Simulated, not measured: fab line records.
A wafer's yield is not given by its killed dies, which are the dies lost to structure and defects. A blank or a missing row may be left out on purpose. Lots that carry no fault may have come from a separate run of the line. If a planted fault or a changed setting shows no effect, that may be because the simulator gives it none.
A struck lot beside a sound one :: flow nand_harc :: 17 steps out of a route of 1302
Sound: the wafers L444.2, L444.3, L444.4. Struck: wafer L450.4 (left out: L450.3, L450.5 of the same lot, which were not struck); the cause appears at the end.
For every step that has rows: the tool of each side, followed by ch and its chambers, followed by its first start. Under that, the readings that differ: sound wafers :: struck wafers :: difference of the means :: sigmas: that difference in standard deviations of wafers without a fault.
alike: a reading whose means differ by less than 2 such deviations, as well as words and numbers matching on both sides. not compared: withheld readings; readings where some wafer has no value; bounds like >300 that might hide an equal value; numbers whose values overlap and for which the record gives no deviation.
The two part at a step that has a row with sigmas, a row that says differs or no value, or rows on one side only. When numbers do not overlap yet have no deviation, they are printed without sigmas and do not part them. A reading that every wafer of one side lacks parts them only if that side has two wafers or more.

NHARC_P_M2_ETCH_35: etches the open film in N2/H2, target depth 40 nm, overetch 12 nm, time 43.94 s.
  sound on rie_diel-10 ch 1,2,3, day 9 23:23; struck on rie_diel-12 ch 2, day 12 14:08
reading: rf_hours_counter_h (h)
sound: 8 8 7
struck: 0
difference: -8
sigmas: 

reading: rf_vpp_V (V)
sound: 428.7 431.2 435.9
struck: 426.9
difference: -5.0
sigmas: -2

reading: showerhead_plenum_p_Torr (Torr)
sound: 1.97 2.10 2.18
struck: 1.90
difference: -0.18
sigmas: -2
  alike: chamber_pressure_mTorr, drypump_motor_current_A, oes_product_au, throttle_valve_pct
NHARC_P_M2_ETCH_15: etches the open film in C4F8/Ar, target depth 182.5 nm, time 91.2 s.
  sound: rie_diel-10 ch 0,1,2; struck: rie_diel-12 ch 1
reading: rf_hours_counter_h (h)
sound: 7 8 8
struck: 0
difference: -8
sigmas: 
  alike: chamber_pressure_mTorr, oes_product_au, rf_vpp_V
NHARC_P_M2_CD_MEAS_16:
  sound on cd_sem-02 at day 9 23:37; struck on cd_sem-02 at day 12 14:22
  alike: cd_nm
then, 1 step without rows for these wafers: NHARC_P_M2_STRIP_18 (strips in N2/H2).
NHARC_P_M2_ETCH_28: etches the open film in CF4/N2, target depth 30 nm, time 72.99 s.
  sound: rie_diel-13 ch 2,3; struck: rie_diel-13 ch 2
  alike: chamber_pressure_mTorr, drypump_motor_current_A, oes_product_au, rf_vpp_V, showerhead_plenum_p_Torr, throttle_valve_pct
  not compared: rf_hours_counter_h
then, 2 steps without rows for these wafers: NHARC_P_M2_STRIP_19 (strips in post etch residue remover, time 600 s); NHARC_P_M2_DEGAS_29 (time 60 s).
NHARC_P_M2_PRE_CLEAN_30: time 30 s.
  sound on pvd_sputter-02; struck on pvd_sputter-02
  alike: heater_power_w, susceptor_temp_C
then, 3 steps without rows for these wafers: NHARC_P_M2_PVD_20 (deposits TaN, target thk 5 nm, time 8.06 s); NHARC_P_M2_PVD_21 (deposits Cu, target thk 30 nm, time 20.49 s); NHARC_P_M2_ECD_22 (material Cu, target thk 400 nm).
NHARC_P_M2_ANNEAL_31: time 90 s.
  sound on rtp_anneal-02 ch 0, day 10 01:16; struck on rtp_anneal-01 ch 0, day 12 15:55
  alike: wafer_temp_C_max
NHARC_P_M2_CMP_23: polishes, t overpolish 20 s, target thk 144.3 nm.
  sound on cmp-03 ch 0,2,3, day 10 01:34; struck on cmp-03 ch 1, day 12 16:09
reading: time_to_endpoint_s (s)
sound: 27.2 35.1 30.5
struck: 37.0
difference: +6.1
sigmas: +3
  alike: motor_current_A
NHARC_P_M2_THK_MEAS_24: measures by xrf.
  sound on film_metro-01 at day 10 01:52; struck on film_metro-01 at day 12 16:28
reading: thk_nm (nm)
sound: 143.3 143.6 144.1
struck: 149.2
difference: +5.5
sigmas: +5
after that, 1 step had no rows for these wafers: NHARC_P_M2_SRD_25.
NHARC_P_M2_INSPECT_27:
  sound on defect_inspect-01 at day 10 02:02; struck on defect_inspect-02 at day 12 16:37
reading: raw_defect_count
sound: 248 198 242
struck: 4929
difference: +4700
sigmas: +47
then, 1 step without rows for these wafers: NHARC_P_M2_PRE_CLEAN_32 (time 12 s).

WHERE THEY PART
Last at NHARC_P_M2_INSPECT_27 as far as this record goes, first at NHARC_P_M2_ETCH_35.

WHY: whatever the simulator had introduced
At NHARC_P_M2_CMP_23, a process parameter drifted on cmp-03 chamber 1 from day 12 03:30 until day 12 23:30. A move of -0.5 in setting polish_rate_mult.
